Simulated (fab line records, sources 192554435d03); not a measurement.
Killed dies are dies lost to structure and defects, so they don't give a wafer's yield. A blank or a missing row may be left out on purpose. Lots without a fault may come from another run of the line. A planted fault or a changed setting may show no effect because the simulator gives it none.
Chamber matching | flow n5_finfet | N5_BEOL_M5_ETCH_72 on rie_diel-05: 4 sister chambers
The step etches underlayer in N2/H2, target depth 6.5 nm, time 5.2 s. 18 wafers are shown with their chamber, then 9 later ones without.

WAFERS WITH THEIR CHAMBER
wafer  | chamber | drypump_motor_current_A (A) | throttle_valve_pct (%) | showerhead_plenum_p_Torr (Torr)
L077.2 | 2       | 5.2                         | 18.49                  | 2.44
L077.5 | 0       | 5.9                         | 17.85                  | 2.50
L077.6 | 3       | 5.7                         | 17.94                  | 2.60
L081.4 | 1       | 5.4                         | 17.77                  | 2.53
L081.5 | 2       | 5.2                         | 18.52                  | 2.44
L081.6 | 1       | 5.4                         | 17.79                  | 2.53
L080.1 | 0       | 5.9                         | 17.86                  | 2.49
L080.4 | 2       | 5.2                         | 18.54                  | 2.44
L080.6 | 0       | 5.9                         | 17.87                  | 2.49
L087.2 | 1       | 5.3                         | 17.77                  | 2.53
L087.4 | 3       | 5.7                         | 17.98                  | 2.60
L087.6 | 2       | 5.2                         | 18.57                  | 2.43
L086.3 | 0       | 5.9                         | 17.87                  | 2.49
L086.4 | 3       | 5.7                         | 17.98                  | 2.60
L086.5 | 2       | 5.2                         | 18.55                  | 2.43
L089.2 | 3       | 5.7                         | 17.96                  | 2.60
L089.3 | 2       | 5.2                         | 18.53                  | 2.43
L089.5 | 1       | 5.4                         | 17.80                  | 2.52

SIGNATURES (means of the wafers above)
reading                  | chamber 0 | chamber 1 | chamber 2 | chamber 3 | scatter within a chamber
drypump_motor_current_A  | 5.900     | 5.375     | 5.200     | 5.700     | 0.0231
throttle_valve_pct       | 17.8625   | 17.7825   | 18.5333   | 17.9650   | 0.0203
showerhead_plenum_p_Torr | 2.4925    | 2.5275    | 2.4350    | 2.6000    | 0.00463
Rule: a wafer's distance from a chamber is the root of the sum, over the readings, of the square of ((its reading less the chamber's mean) divided by the reading's scatter). The wafer belongs to the nearest chamber; if the next one is less than 2 further off, it can't be placed. The scatter: the root of (the sum of the squares of (reading less its chamber's mean) over the shown wafers, divided by (wafers less chambers)).

WAFERS WITHOUT THEIR CHAMBER
wafer  | drypump_motor_current_A (A) | throttle_valve_pct (%) | showerhead_plenum_p_Torr (Torr)
L093.1 | 5.9                         | 17.89                  | 2.49
L093.2 | 5.2                         | 18.54                  | 2.43
L093.4 | 5.4                         | 17.80                  | 2.52
L097.2 | 5.2                         | 18.59                  | 2.43
L097.3 | 5.9                         | 17.90                  | 2.48
L097.5 | 5.8                         | 17.90                  | 2.48
L096.1 | 5.4                         | 17.83                  | 2.52
L096.2 | 5.8                         | 17.89                  | 2.48
L096.4 | 5.2                         | 18.59                  | 2.43

WHICH CHAMBER EACH WENT THROUGH
wafer  | from the rows above | in truth
L093.1 | 0                   | 0
L093.2 | 2                   | 2
L093.4 | 1                   | 1
L097.2 | 2                   | 2
L097.3 | 0                   | 0
L097.5 | 0                   | 0
L096.1 | 1                   | 1
L096.2 | 0                   | 0
L096.4 | 2                   | 2
Placed correctly: 9 of 9. Can't be placed from these rows: 0. Placed wrongly: 0.
